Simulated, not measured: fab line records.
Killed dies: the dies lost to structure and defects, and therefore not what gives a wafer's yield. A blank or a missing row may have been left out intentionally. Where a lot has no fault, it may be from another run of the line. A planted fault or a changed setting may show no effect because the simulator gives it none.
Split-lot study :: flow n5 finfet :: on a route of 1938 steps: 7 lots, 21 wafers read

== SPLIT DETAILS ==
At N5_MIM_BOT_SPUTTER_00 (material TiN, target thk 35 nm, time 89.7 s), the setting time s was moved away from the recipe's 89.7 s on 7 of the 21 wafers read, by -14.8% to +13.3%. For the rest of the wafers, this setting stayed at what the recipe calls for.

The split's own step is where the reading is taken.

== THE READING ==
TiN_of_MIM_BOT_SPUTTER_00.thk nm (the simulator's own value, which no gauge read), in nm, at N5_MIM_BOT_SPUTTER_00 (material TiN, target thk 35 nm, time 89.7 s). The file gives no usual value for it. Here, 14 wafers ran the recipe; their average is 34.8 nm with a standard deviation of 0.42 nm.

wafer: L075.2
tool, chamber at the split: pvd sputter-02, -
time s as run, s: 101.6
against the recipe: +13.3%
TiN_of_MIM_BOT_SPUTTER_00.thk nm, nm: 40.6
against lot-mates on the recipe: +5.1

wafer: L075.4
tool, chamber at the split: pvd sputter-02, -
time s as run, s: 89.7
against the recipe: recipe
TiN_of_MIM_BOT_SPUTTER_00.thk nm, nm: 35.4
against lot-mates on the recipe: -

wafer: L075.5
tool, chamber at the split: pvd sputter-02, -
time s as run, s: 89.7
against the recipe: recipe
TiN_of_MIM_BOT_SPUTTER_00.thk nm, nm: 35.6
against lot-mates on the recipe: -

wafer: L078.1
tool, chamber at the split: pvd sputter-01, -
time s as run, s: 89.7
against the recipe: recipe
TiN_of_MIM_BOT_SPUTTER_00.thk nm, nm: 34.2
against lot-mates on the recipe: -

wafer: L078.5
tool, chamber at the split: pvd sputter-01, -
time s as run, s: 89.7
against the recipe: recipe
TiN_of_MIM_BOT_SPUTTER_00.thk nm, nm: 34.2
against lot-mates on the recipe: -

wafer: L078.3
tool, chamber at the split: pvd sputter-01, -
time s as run, s: 89.7
against the recipe: recipe
TiN_of_MIM_BOT_SPUTTER_00.thk nm, nm: 34.4
against lot-mates on the recipe: -

wafer: L081.2
tool, chamber at the split: pvd sputter-01, -
time s as run, s: 89.7
against the recipe: recipe
TiN_of_MIM_BOT_SPUTTER_00.thk nm, nm: 35.2
against lot-mates on the recipe: -

wafer: L081.5
tool, chamber at the split: pvd sputter-01, -
time s as run, s: 94.89
against the recipe: +5.8%
TiN_of_MIM_BOT_SPUTTER_00.thk nm, nm: 36.4
against lot-mates on the recipe: +1.6

wafer: L081.6
tool, chamber at the split: pvd sputter-01, -
time s as run, s: 89.7
against the recipe: recipe
TiN_of_MIM_BOT_SPUTTER_00.thk nm, nm: 34.4
against lot-mates on the recipe: -

wafer: L077.4
tool, chamber at the split: pvd sputter-02, -
time s as run, s: 76.38
against the recipe: -14.8%
TiN_of_MIM_BOT_SPUTTER_00.thk nm, nm: 29.4
against lot-mates on the recipe: -5.0

wafer: L077.5
tool, chamber at the split: pvd sputter-02, -
time s as run, s: 76.38
against the recipe: -14.8%
TiN_of_MIM_BOT_SPUTTER_00.thk nm, nm: 29.6
against lot-mates on the recipe: -4.8

wafer: L077.6
tool, chamber at the split: pvd sputter-02, -
time s as run, s: 89.7
against the recipe: recipe
TiN_of_MIM_BOT_SPUTTER_00.thk nm, nm: 34.4
against lot-mates on the recipe: -

wafer: L082.1
tool, chamber at the split: pvd sputter-01, -
time s as run, s: 89.7
against the recipe: recipe
TiN_of_MIM_BOT_SPUTTER_00.thk nm, nm: 34.8
against lot-mates on the recipe: -

wafer: L082.4
tool, chamber at the split: pvd sputter-01, -
time s as run, s: 100.3
against the recipe: +11.8%
TiN_of_MIM_BOT_SPUTTER_00.thk nm, nm: 38.8
against lot-mates on the recipe: +4.0

wafer: L082.5
tool, chamber at the split: pvd sputter-01, -
time s as run, s: 100.3
against the recipe: +11.8%
TiN_of_MIM_BOT_SPUTTER_00.thk nm, nm: 38.8
against lot-mates on the recipe: +4.0

wafer: L084.2
tool, chamber at the split: pvd sputter-02, -
time s as run, s: 89.7
against the recipe: recipe
TiN_of_MIM_BOT_SPUTTER_00.thk nm, nm: 34.6
against lot-mates on the recipe: -

wafer: L084.3
tool, chamber at the split: pvd sputter-02, -
time s as run, s: 89.7
against the recipe: recipe
TiN_of_MIM_BOT_SPUTTER_00.thk nm, nm: 34.8
against lot-mates on the recipe: -

wafer: L084.6
tool, chamber at the split: pvd sputter-02, -
time s as run, s: 89.7
against the recipe: recipe
TiN_of_MIM_BOT_SPUTTER_00.thk nm, nm: 34.8
against lot-mates on the recipe: -

wafer: L086.1
tool, chamber at the split: pvd sputter-02, -
time s as run, s: 96.18
against the recipe: +7.2%
TiN_of_MIM_BOT_SPUTTER_00.thk nm, nm: 37
against lot-mates on the recipe: +2.1

wafer: L086.2
tool, chamber at the split: pvd sputter-02, -
time s as run, s: 89.7
against the recipe: recipe
TiN_of_MIM_BOT_SPUTTER_00.thk nm, nm: 35
against lot-mates on the recipe: -

wafer: L086.3
tool, chamber at the split: pvd sputter-02, -
time s as run, s: 89.7
against the recipe: recipe
TiN_of_MIM_BOT_SPUTTER_00.thk nm, nm: 34.8
against lot-mates on the recipe: -

THE FIT
A straight line over all 21 wafers: TiN_of_MIM_BOT_SPUTTER_00.thk nm changes by +0.361 nm for each +1% of time s; r = +0.98; the points scatter about the line by 0.46 nm.
The same after taking each lot's own level away (the mean of its wafers on the recipe; 21 wafers): +0.338 nm for each +1%; r = +1.00; scatter 0.24 nm.
The reading moves by 5 nm for the largest change in time s, on that fit.
From 34.27 to 35.50 nm: that is the span of the lots' own levels, equal to 3.0 times the standard deviation above.
The two slopes agree, so the slope changes little with the lot-to-lot level.
Check: with one of the wafers moved furthest among these (-14.8%) left out of the fit, the line predicts -5.02 nm for it against its lot-mates. It came out at -5 nm against them.

== OTHER SPLITS APPLIED TO THESE WAFERS ==
Before the reading, these wafers also passed through other splits. Each is held against what the fit with the lots' levels taken away leaves over:
other split on the same wafers: N5_BEOL_M13_COAT_04 spin rpm
wafers away from the commonest value: 7
r with TiN_of_MIM_BOT_SPUTTER_00.thk nm (lot level and that fit taken away): -0.11

other split on the same wafers: N5_BEOL_M13_COAT_22 spin rpm
wafers away from the commonest value: 4
r with TiN_of_MIM_BOT_SPUTTER_00.thk nm (lot level and that fit taken away): +0.28

other split on the same wafers: N5_BEOL_M13_ETCH_68 time s
wafers away from the commonest value: 9
r with TiN_of_MIM_BOT_SPUTTER_00.thk nm (lot level and that fit taken away): -0.13

other split on the same wafers: N5_BEOL_M14_PEB_26 peb temp c
wafers away from the commonest value: 8
r with TiN_of_MIM_BOT_SPUTTER_00.thk nm (lot level and that fit taken away): +0.30

other split on the same wafers: N5_BEOL_M14_TRENCH_ETCH_34 bias w
wafers away from the commonest value: 7
r with TiN_of_MIM_BOT_SPUTTER_00.thk nm (lot level and that fit taken away): +0.14

== FILE'S OWN FIT ==
TiN_of_MIM_BOT_SPUTTER_00.thk nm changes by +0.341 nm for each +1% of time s, r = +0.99.
